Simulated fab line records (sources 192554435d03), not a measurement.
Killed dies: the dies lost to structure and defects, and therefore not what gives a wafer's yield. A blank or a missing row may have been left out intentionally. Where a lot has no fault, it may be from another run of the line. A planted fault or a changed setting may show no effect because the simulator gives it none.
Which tool was responsible? -- flow n5 finfet -- 9 lots, 27 wafers sampled, at 5 steps of a route of 1938

WHAT THE GAUGES SHOWED, per wafer
N5_BEOL_M6_THK_MEAS_01.
lot,measured,on,M6_ILD_THK (nm)
L796,day 8 07:50,film metro-01,154.2 155.3 158.3
L797,day 9 15:17,film metro-02,154.4 157.1 156.1
L798,day 9 06:42,film metro-01,153.9 158.3 157.1
L801,day 10 20:33,film metro-02,151.9 152.2 152.9
L810,day 12 07:37,film metro-01,283.4 282.6 288.4
L812,day 12 21:23,film metro-02,286.3 286.5 287.7
L815,day 13 22:14,film metro-02,153.8 158.9 158.8
L817,day 14 19:31,film metro-01,156.5 157.0 156.5
L816,day 14 23:32,film metro-01,153.8 153.9 154.6

WHICH TOOL RAN EACH LOT (tool, then ch and the chambers of the sampled wafers, then the start)
lot,N5_BEOL_M5_ETCH_41,N5_BEOL_M5_STRIP_91,N5_BEOL_M5_DEP_56,N5_BEOL_M6_ILD_DEP_00
L796,"rie diel-04 ch 2,3, day 8 07:07 or earlier","rie diel-04 ch 2,3, day 8 07:07 or earlier","pecvd-03 ch 0,1,2, day 8 07:07","pecvd-02 ch 0,1, day 8 07:15"
L797,"rie diel-03 ch 1,2,3, day 9 14:05 or earlier","rie diel-03 ch 1,2,3, day 9 14:05 or earlier","pecvd-03 ch 0,2, day 9 14:05","pecvd-02 ch 0,1, day 9 14:13"
L798,"rie diel-03 ch 0,1,2, day 9 05:59 or earlier","rie diel-03 ch 0,1,2, day 9 05:59 or earlier","pecvd-01 ch 1,2, day 9 05:59","pecvd-03 ch 0,1,2, day 9 06:07"
L801,"rie diel-03 ch 0,3, day 10 19:19 or earlier","rie diel-03 ch 0,3, day 10 19:19 or earlier","pecvd-03 ch 0,1, day 10 19:19","pecvd-02 ch 0,1, day 10 19:26"
L810,"rie diel-04 ch 0,1,3, day 12 06:55 or earlier","rie diel-04 ch 0,1,3, day 12 06:55 or earlier","pecvd-01 ch 0,1,2, day 12 06:55","pecvd-02 ch 0,1, day 12 07:03"
L812,"rie diel-05 ch 1,2,3, day 12 20:12 or earlier","rie diel-05 ch 1,2,3, day 12 20:12 or earlier","pecvd-04 ch 0,1,2, day 12 20:12","pecvd-02 ch 0,1,2, day 12 20:20"
L815,"rie diel-04 ch 1,2,3, day 13 21:26 or earlier","rie diel-04 ch 1,2,3, day 13 21:26 or earlier","pecvd-01 ch 0,1, day 13 21:26","pecvd-04 ch 0,1, day 13 21:38"
L817,"rie diel-03 ch 0,1,2, day 14 18:47 or earlier","rie diel-03 ch 0,1,2, day 14 18:47 or earlier","pecvd-03 ch 0,1, day 14 18:47","pecvd-04 ch 0,1, day 14 18:56"
L816,"rie diel-03 ch 1,2, day 14 22:50 or earlier","rie diel-03 ch 1,2, day 14 22:50 or earlier","pecvd-04 ch 0,1, day 14 22:50","pecvd-03 ch 0,1,2, day 14 22:58"
- N5_BEOL_M5_ETCH_41: etches SiCN in CH3F/O2, target depth 31.5 nm, time 56.7 s.
- N5_BEOL_M5_STRIP_91: strips in N2/H2, time 10 s.
- N5_BEOL_M5_DEP_56: deposits SiCN from 3MS/NH3, target thk 8 nm, time 14 s.
- N5_BEOL_M6_ILD_DEP_00: deposits SiCOH lowk from DEMS/porogen, target thk 179.75 nm, time 33.4 s.

THE ANSWER, worked out from the rows above alone
Rule: the lots themselves supply what counts as usual. The widest of any qualifying gaps counts: lots, ordered by their means at a reading, are off when they make up no more than a third of the lots, leave a main group of 4 or more, and stand apart from it by 3 or more times the standard deviation of that group's means. A main group whose means are all the same, to the digits that the tables above print for the reading, isn't used. Also off: a lot with no number at a reading for which 4 or more lots have one. The other lots that the step has rows for count as sound.
Off: L810, L812, at N5_BEOL_M6_THK_MEAS_01 (M6_ILD_THK). Main group: mean 155.5 nm, sd 1.6.
A tool fits if, at a process step before that reading, it ran every lot that is off, and no sound lot after the first of them. Those tools and the gauges at N5_BEOL_M6_THK_MEAS_01 are tried in the same way. Because N5_BEOL_M5_ETCH_41 lacks a start for some lots, the hours and order of its lots are taken from N5_BEOL_M5_DEP_56. Because N5_BEOL_M5_STRIP_91 lacks a start for some lots, the hours and order of its lots are taken from N5_BEOL_M5_DEP_56. One fits: N5_BEOL_M6_ILD_DEP_00 on pecvd-02. Its last sound lot is L801 (day 10 19:26), its first lot that is off L810 (day 12 07:03): a fault that began between those two fits.

WHAT THE SIMULATOR HAD INSERTED
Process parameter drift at N5_BEOL_M6_ILD_DEP_00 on pecvd-02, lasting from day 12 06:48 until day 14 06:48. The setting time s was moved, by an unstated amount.
Shown lots that were struck: L810, L812. Same finding as the rule above.
